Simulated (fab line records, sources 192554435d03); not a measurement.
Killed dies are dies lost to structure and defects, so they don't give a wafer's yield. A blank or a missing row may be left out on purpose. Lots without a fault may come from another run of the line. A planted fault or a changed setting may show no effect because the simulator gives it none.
One fault seen from 2 desks | flow n5_finfet | each desk has only its own numbers; what lay behind them comes last

THE TOOL OWNER'S DESK: rie_diel-04
The tool's own readings at N5_FIN_CUT_CUT_ETCH_26 (etches SiNx in CH3F/O2, target depth 39 nm, time 55.7 s): means of the sampled wafers that have a number, for each lot that ran on this tool. A lot is out of limits, marked OUT, if its mean lies more than 4 standard deviations from the usual mean; the brackets give that distance.
Columns: A = drypump_motor_current_A at N5_FIN_CUT_CUT_ETCH_26, usual 5.6 A; B = oes_product_au at N5_FIN_CUT_CUT_ETCH_26, usual 0.76 a.u.; C = rf_vpp_V at N5_FIN_CUT_CUT_ETCH_26, usual 298 V; D = run_length_s at N5_FIN_CUT_CUT_ETCH_26, usual 79.2 s; E = showerhead_plenum_p_Torr at N5_FIN_CUT_CUT_ETCH_26, usual 2.00 Torr; F = throttle_valve_pct at N5_FIN_CUT_CUT_ETCH_26, usual 16.42 %
lot  | first seen here | A   | B    | C   | D    | E    | F
L227 | day 3 09:55     | 5.0 | 0.80 | 293 | 79.1 | 1.99 | 16.20
L232 | day 4 18:39     | 5.8 | 0.76 | 297 | 79.6 | 1.97 | 16.53
L234 | day 5 05:17     | 5.1 | 0.83 | 299 | 81.0 | 1.99 | 16.11
L235 | day 5 14:21     | 5.5 | 0.78 | 305 | 80.5 | 1.96 | 16.26
This desk's finding: nothing out of limits on any of the 4 lots.

THE METROLOGY DESK
What the gauges read, lot by lot, whatever tool the lot ran on: means of the sampled wafers that have a number. A lot is out of limits, marked OUT, if its mean lies more than 4 standard deviations from the usual mean; the brackets give that distance.
Columns: A = FIN_CUT_OVL at N5_FIN_CUT_OVL_MEAS_09, usual 0.0 nm
lot  | first seen here | A
L222 | day 2 04:21     | 0.6
L224 | day 2 18:37     | 0.3
L225 | day 2 22:08     | 0.0
L227 | day 3 09:25     | 0.1
L229 | day 3 21:46     | 0.0
L232 | day 4 17:58     | -1.2
L234 | day 5 04:47     | 0.1
L235 | day 5 13:49     | -0.7
L242 | day 7 04:52     | 0.3
L243 | day 7 11:02     | 0.7
L245 | day 7 21:31     | 0.0
This desk's finding: nothing out of limits on any of the 11 lots.

PUT TOGETHER
The tool owner's desk saw nothing out of limits.
The metrology desk saw nothing out of limits.

WHAT THE SIMULATOR HAD PUT IN
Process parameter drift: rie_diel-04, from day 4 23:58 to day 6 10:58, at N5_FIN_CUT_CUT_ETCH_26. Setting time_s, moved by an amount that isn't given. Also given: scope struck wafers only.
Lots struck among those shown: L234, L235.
